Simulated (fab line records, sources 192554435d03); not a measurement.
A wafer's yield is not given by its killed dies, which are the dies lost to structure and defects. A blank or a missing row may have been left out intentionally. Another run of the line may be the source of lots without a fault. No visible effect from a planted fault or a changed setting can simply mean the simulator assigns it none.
3 desks looking at one fault :: flow n5_finfet :: what lay behind the numbers comes last; until then each desk has only its own

## AT THE TOOL OWNER'S DESK: pecvd-01
The tool's own readings at N5_BEOL_M7_DEP_56 (deposits SiCN from 3MS/NH3, target thk 10 nm, time 17.5 s): means of the sampled wafers that have a number, for each lot that ran on this tool. The brackets show how far a lot's mean lies from the usual mean; more than 4 standard deviations puts the lot out of limits, marked OUT.
Columns: A = showerhead_plenum_p_Torr at N5_BEOL_M7_DEP_56, usual 3.661 Torr; B = throttle_valve_pct at N5_BEOL_M7_DEP_56, usual 8.9 %
lot: L130
first seen here: day 10 07:50
A: 3.676
B: 9.4

lot: L137
first seen here: day 12 02:43
A: 3.667
B: 9.2

lot: L145
first seen here: day 13 16:56
A: 3.663
B: 9.0

lot: L144
first seen here: day 13 22:43
A: 3.673
B: 9.0

lot: L147
first seen here: day 14 06:20
A: 3.662
B: 8.8
Finding of this desk: none of the 5 lots has anything out of limits.

## FROM THE METROLOGY DESK
What the gauges read, lot by lot, whatever tool the lot ran on: means of the sampled wafers that have a number. The brackets show how far a lot's mean lies from the usual mean; more than 4 standard deviations puts the lot out of limits, marked OUT.
Columns: A = trench_depth_nm at N5_BEOL_M7_OCD_MEAS_38, usual 93.7 nm; B = cd_nm at N5_BEOL_M7_CD_MEAS_35, usual 40.1 nm
lot: L128
first seen here: day 9 17:09
A: 94.1
B: 40.3

lot: L130
first seen here: day 10 03:08
A: 92.8
B: 39.9

lot: L132
first seen here: day 10 14:08
A: 92.6
B: 40.5

lot: L134
first seen here: day 11 01:47
A: 94.3
B: 40.0

lot: L136
first seen here: day 11 10:51
A: 93.6
B: 39.6

lot: L137
first seen here: day 11 21:08
A: 93.0
B: 40.1

lot: L138
first seen here: day 12 04:16
A: 95.1
B: 40.3

lot: L145
first seen here: day 13 14:05
A: 94.1
B: 40.0

lot: L144
first seen here: day 13 20:08
A: 94.0
B: 40.5

lot: L147
first seen here: day 14 02:42
A: 92.5
B: 40.3

lot: L149
first seen here: day 15 08:21
A: 92.4
B: 40.4
Finding of this desk: none of the 11 lots has anything out of limits.

## THE DEFECT DESK
Inspection counts along the route, by lot: the mean over sampled wafers that carry a number. The brackets show how far a lot's mean lies from the usual mean; more than 4 standard deviations puts the lot out of limits, marked OUT.
Columns: A = raw_defect_count at N5_BEOL_M7_INSPECT_58, usual 72; B = raw_defect_count at N5_BEOL_M8_INSPECT_13, usual 376
lot: L128
first seen here: day 9 23:26
A: 51
B: 380

lot: L130
first seen here: day 10 07:56
A: 48
B: 335

lot: L132
first seen here: day 10 20:03
A: 73
B: 337

lot: L134
first seen here: day 11 04:04
A: 88
B: 462

lot: L136
first seen here: day 11 14:47
A: 54
B: 381

lot: L137
first seen here: day 12 02:49
A: 65
B: 309

lot: L138
first seen here: day 12 07:31
A: 73
B: 391

lot: L145
first seen here: day 13 17:02
A: 83
B: 431

lot: L144
first seen here: day 13 22:49
A: 1051 (+41) OUT
B: 1329 (+14) OUT

lot: L147
first seen here: day 14 06:25
A: 1037 (+40) OUT
B: 1320 (+13) OUT

lot: L149
first seen here: day 15 11:02
A: 80
B: 317
This desk's verdict: out of limits on L144, L147, starting with L144 at day 13 22:49 (raw_defect_count at N5_BEOL_M7_INSPECT_58). In limits: L128, L130, L132, L134, L136, L137, L138, L145, L149.

## TAKEN TOGETHER
The defect desk could have raised an alarm at day 13 22:49, on L144, L147.
The tool owner's desk saw nothing out of limits.
Nothing out of limits was seen by the metrology desk.
The tool owner's desk has L144, L147 on record, within its limits.
The metrology desk has L144, L147 on record, within its limits.
On pecvd-01, each named lot ran N5_BEOL_M7_DEP_56.

## WHAT THE SIMULATOR PUT IN
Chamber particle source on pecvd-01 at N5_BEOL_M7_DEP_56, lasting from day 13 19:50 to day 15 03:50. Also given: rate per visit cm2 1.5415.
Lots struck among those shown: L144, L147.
Hours from the fault's start to each desk's first reading out of limits: the defect desk, 3.
